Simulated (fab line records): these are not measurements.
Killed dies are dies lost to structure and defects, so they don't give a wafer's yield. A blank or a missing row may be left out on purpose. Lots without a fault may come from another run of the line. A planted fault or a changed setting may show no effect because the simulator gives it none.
Which of the tools did it?    flow n5-finfet    Sampling: 9 lots, 27 wafers, 5 of 1938 route steps

== WHAT EACH GAUGE READ, for each wafer ==
N5_BEOL_M4_RC_MEAS_101. Usual: DIBL_N 36.7 mV/V, standard deviation 2.4; DIBL_P 37.4 mV/V, standard deviation 2.9; IOFF_N 0.18 nA/um, standard deviation 0.05; IOFF_P 0.23 nA/um, standard deviation 0.058; ION_N 683 uA/um, standard deviation 16; ION_P 467 uA/um, standard deviation 11; SS_N 71.7 mV/dec, standard deviation 0.77; SS_P 73.5 mV/dec, standard deviation 0.87; VT_N 249 mV, standard deviation 4.3; VT_P -250 mV, standard deviation 4.4.
lot   measured      on         DIBL_N (mV/V)   DIBL_P (mV/V)   IOFF_N (nA/um)  IOFF_P (nA/um)  ION_N (uA/um)  ION_P (uA/um)  SS_N (mV/dec)   SS_P (mV/dec)   VT_N (mV)    VT_P (mV)       flag
L488  day 8 08:13   prober-02  35.9 35.8 38.7  34.4 36.3 38.9  0.14 0.16 0.21  0.17 0.21 0.25  669 697 704    455 481 479    71.1 71.3 71.7  72.3 73.1 74.3  254 247 247  -253 -251 -248  
L491  day 8 22:30   prober-01  37.9 33.1 34.5  36.9 32.0 32.7  0.17 0.11 0.12  0.20 0.14 0.14  657 679 660    450 458 447    72.0 71.3 70.7  73.5 71.7 72.0  251 252 257  -251 -257 -256  
L498  day 10 11:44  prober-01  37.4 36.5 38.0  38.8 35.5 38.7  0.19 0.15 0.19  0.24 0.18 0.24  682 667 697    463 448 475    72.1 71.5 72.1  73.5 71.9 73.1  248 251 245  -250 -253 -249  
L499  day 10 19:13  prober-02  34.1 34.8 35.5  33.5 34.8 36.5  0.12 0.13 0.16  0.18 0.19 0.23  677 684 711    468 477 484    69.9 71.2 70.5  72.7 73.0 73.3  252 252 246  -252 -249 -247  
L502  day 11 11:47  prober-01  35.1 35.5 36.0  35.5 35.2 37.2  0.17 0.16 0.18  0.21 0.20 0.22  667 662 672    459 451 461    71.8 71.6 72.4  73.4 72.3 73.4  250 251 250  -249 -251 -250  
L503  day 11 19:21  prober-01  39.2 36.9 36.5  41.4 37.3 37.2  0.21 0.16 0.14  0.29 0.22 0.20  693 668 665    474 459 456    72.1 71.3 71.3  74.3 72.6 73.1  249 250 253  -245 -251 -253  
L505  day 12 02:56  prober-01  33.5 38.5 38.0  32.2 38.8 37.9  0.11 0.20 0.20  0.16 0.25 0.25  670 689 702    464 472 474    71.7 72.1 72.0  72.3 74.1 74.1  256 247 247  -255 -249 -248  
L509  day 13 16:04  prober-02  37.8 34.3 33.2  37.7 34.0 33.0  0.18 0.11 0.10  0.20 0.15 0.14  684 670 668    457 468 462    71.9 71.0 70.1  74.1 72.7 72.2  248 254 257  -254 -258 -260  
L510  day 13 12:54  prober-02  36.6 37.9 37.5  38.0 38.7 39.5  0.18 0.18 0.22  0.20 0.21 0.24  698 673 697    473 456 466    71.7 71.9 72.2  73.0 73.6 73.6  247 249 243  -252 -252 -249  

== EACH LOT AND THE TOOL THAT RAN IT (in order: tool; ch and the chambers of the sampled wafers; start) ==
lot   N5_SD_EPI_N_STRIP_38                 N5_SD_EPI_N_VAPOR_ETCH_50       N5_SD_EPI_P_ETCH_36                N5_SD_EPI_P_ETCHBACK_46
L488  plasma-asher-02 ch 0,1, day 3 13:04  epi-rpcvd-02 ch 0, day 3 13:49  rie-diel-05 ch 0,2,3, day 3 16:38  rie-diel-05 ch 0,2,3, day 3 17:01
L491  plasma-asher-02 ch 1, day 4 02:04    epi-rpcvd-04 ch 0, day 4 02:56  rie-diel-05 ch 2,3, day 4 06:29    rie-diel-05 ch 2,3, day 4 06:52
L498  plasma-asher-01 ch 0,1, day 5 22:14  epi-rpcvd-01 ch 0, day 5 23:04  rie-diel-05 ch 1,2,3, day 6 02:32  rie-diel-05 ch 1,2,3, day 6 02:55
L499  plasma-asher-02 ch 1, day 6 04:07    epi-rpcvd-01 ch 0, day 6 04:58  rie-diel-05 ch 1,2, day 6 08:33    rie-diel-05 ch 1,2, day 6 08:56
L502  plasma-asher-02 ch 0,1, day 6 20:38  epi-rpcvd-04 ch 0, day 6 21:31  rie-diel-06 ch 1,2, day 7 00:55    rie-diel-06 ch 1,2, day 7 01:17
L503  plasma-asher-02 ch 0,1, day 7 00:46  epi-rpcvd-02 ch 0, day 7 01:43  rie-diel-06 ch 0,1, day 7 05:36    rie-diel-06 ch 0,1, day 7 05:59
L505  plasma-asher-01 ch 0, day 7 13:02    epi-rpcvd-02 ch 0, day 7 13:47  rie-diel-02 ch 1,3, day 7 17:23    rie-diel-02 ch 1,3, day 7 17:46
L509  plasma-asher-01 ch 0,1, day 8 13:40  epi-rpcvd-02 ch 0, day 8 14:24  rie-diel-06 ch 0,1,3, day 8 17:21  rie-diel-06 ch 0,1,3, day 8 17:44
L510  plasma-asher-02 ch 0,1, day 8 20:29  epi-rpcvd-04 ch 0, day 8 21:27  rie-diel-06 ch 1,2,3, day 9 00:26  rie-diel-06 ch 1,2,3, day 9 00:49
- N5_SD_EPI_N_STRIP_38: strips in N2/H2.
- N5_SD_EPI_N_VAPOR_ETCH_50: etches Si in HCl, time 54 s.
- N5_SD_EPI_P_ETCH_36: etches SiARC in CF4, target depth 45.5 nm, time 75.8 s.
- N5_SD_EPI_P_ETCHBACK_46: etches SiNx in CH3F/O2, stops on SiO2, target depth 17.5 nm.

== AS READ BY THE TOOLS THEMSELVES (means over the sampled wafers that have a number; for cases with no such wafer, the mark the record gives instead) ==
N5_SD_EPI_N_STRIP_38. Usual: drypump-motor-current-A 5.9 A, standard deviation 0.43; h2-flow-sccm 3251 sccm, standard deviation 9; heater-power-w 322 W, standard deviation 31; oes-product-au 0.762 a.u., standard deviation 0.011.
lot   tool             drypump-motor-current-A (A)  h2-flow-sccm (sccm)  heater-power-w (W)  oes-product-au (a.u.)  flag
L488  plasma-asher-02  5.8                          3252                 357                 0.762                  
L491  plasma-asher-02  5.6                          3254                 362                 0.770                  
L498  plasma-asher-01  5.8                          3247                 301                 0.757                  
L499  plasma-asher-02  5.5                          3249                 368                 0.759                  
L502  plasma-asher-02  5.7                          3239                 356                 0.768                  
L503  plasma-asher-02  5.8                          3249                 360                 0.762                  
L505  plasma-asher-01  5.5                          3249                 306                 0.755                  
L509  plasma-asher-01  6.2                          3251                 297                 0.753                  
L510  plasma-asher-02  5.9                          3257                 360                 0.760                  

N5_SD_EPI_N_VAPOR_ETCH_50. Usual: throttle-valve-pct reads 11.7 % (standard deviation 0.4).
lot   tool          throttle-valve-pct (%)  flag
L488  epi-rpcvd-02  11.3                    
L491  epi-rpcvd-04  11.7                    
L498  epi-rpcvd-01  12.3                    
L499  epi-rpcvd-01  12.3                    
L502  epi-rpcvd-04  11.6                    
L503  epi-rpcvd-02  11.2                    
L505  epi-rpcvd-02  11.2                    
L509  epi-rpcvd-02  11.1                    
L510  epi-rpcvd-04  11.7                    

N5_SD_EPI_P_ETCH_36. Usual: drypump-motor-current-A 5.5 A, standard deviation 0.43; etch-rf-on-time-s 75.6 s, standard deviation 2; oes-product-au 0.69 a.u., standard deviation 0.073; rf-vpp-V 184.2 V, standard deviation 1.2; showerhead-plenum-p-Torr 2.16 Torr, standard deviation 0.071; throttle-valve-pct 15.48 %, standard deviation 0.15.
lot   tool         drypump-motor-current-A (A)  etch-rf-on-time-s (s)  oes-product-au (a.u.)  rf-vpp-V (V)  showerhead-plenum-p-Torr (Torr)  throttle-valve-pct (%)  flag
L488  rie-diel-05  5.4                          76.6                   0.76                   184.4         2.20                             15.32                   
L491  rie-diel-05  5.1                          77.9                   0.76                   184.0         2.20                             15.30                   
L498  rie-diel-05  5.4                          76.3                   0.76                   184.0         2.21                             15.38                   
L499  rie-diel-05  5.3                          74.9                   0.76                   184.6         2.23                             15.38                   
L502  rie-diel-06  5.2                          74.0                   0.67                   184.5         2.21                             15.56                   
L503  rie-diel-06  5.3                          75.8                   0.74                   183.8         2.17                             15.48                   
L505  rie-diel-02  5.8                          74.7                   0.66                   184.6         2.12                             15.44                   
L509  rie-diel-06  5.4                          75.8                   0.68                   183.5         2.10                             15.50                   
L510  rie-diel-06  5.3                          74.4                   0.66                   183.7         2.12                             15.54                   

N5_SD_EPI_P_ETCHBACK_46. Usual: drypump-motor-current-A 5.5 A, standard deviation 0.43; oes-product-au 0.69 a.u., standard deviation 0.068; rf-vpp-V 292 V, standard deviation 9.4; showerhead-plenum-p-Torr 2.02 Torr, standard deviation 0.073; throttle-valve-pct 16.24 %, standard deviation 0.15.
lot   tool         drypump-motor-current-A (A)  oes-product-au (a.u.)  rf-vpp-V (V)  showerhead-plenum-p-Torr (Torr)  throttle-valve-pct (%)  flag
L488  rie-diel-05  5.4                          0.77                   303           2.06                             16.10                   
L491  rie-diel-05  5.2                          0.77                   304           2.06                             16.10                   
L498  rie-diel-05  5.4                          0.77                   299           2.07                             16.20                   
L499  rie-diel-05  5.3                          0.75                   298           2.10                             16.16                   
L502  rie-diel-06  5.2                          0.67                   287           2.06                             16.27                   
L503  rie-diel-06  5.3                          0.75                   294           2.02                             16.17                   
L505  rie-diel-02  5.8                          0.66                   284           1.98                             16.19                   
L509  rie-diel-06  5.4                          0.69                   288           1.95                             16.19                   
L510  rie-diel-06  5.3                          0.65                   284           1.97                             16.25                   

== THE ANSWER, worked out from the rows above alone ==
Rule: a lot is off if the mean of its wafers that have a number lies more than 3 standard deviations from the usual mean. Also off: a lot with no number at a reading for which 4 or more lots have one. Where the step has rows for the other lots, those lots are counted as sound. After the gauges, taken in route order, come the tools' own readings; for these a lot's mean is taken, as printed above. The first step at which some lot is off is used, and at that step the reading that is off furthest; a lot without a number counts as furthest.
No lot is off on any of the readings shown, so nothing can be concluded from this.

== WHAT HAD BEEN PUT IN BY THE SIMULATOR ==
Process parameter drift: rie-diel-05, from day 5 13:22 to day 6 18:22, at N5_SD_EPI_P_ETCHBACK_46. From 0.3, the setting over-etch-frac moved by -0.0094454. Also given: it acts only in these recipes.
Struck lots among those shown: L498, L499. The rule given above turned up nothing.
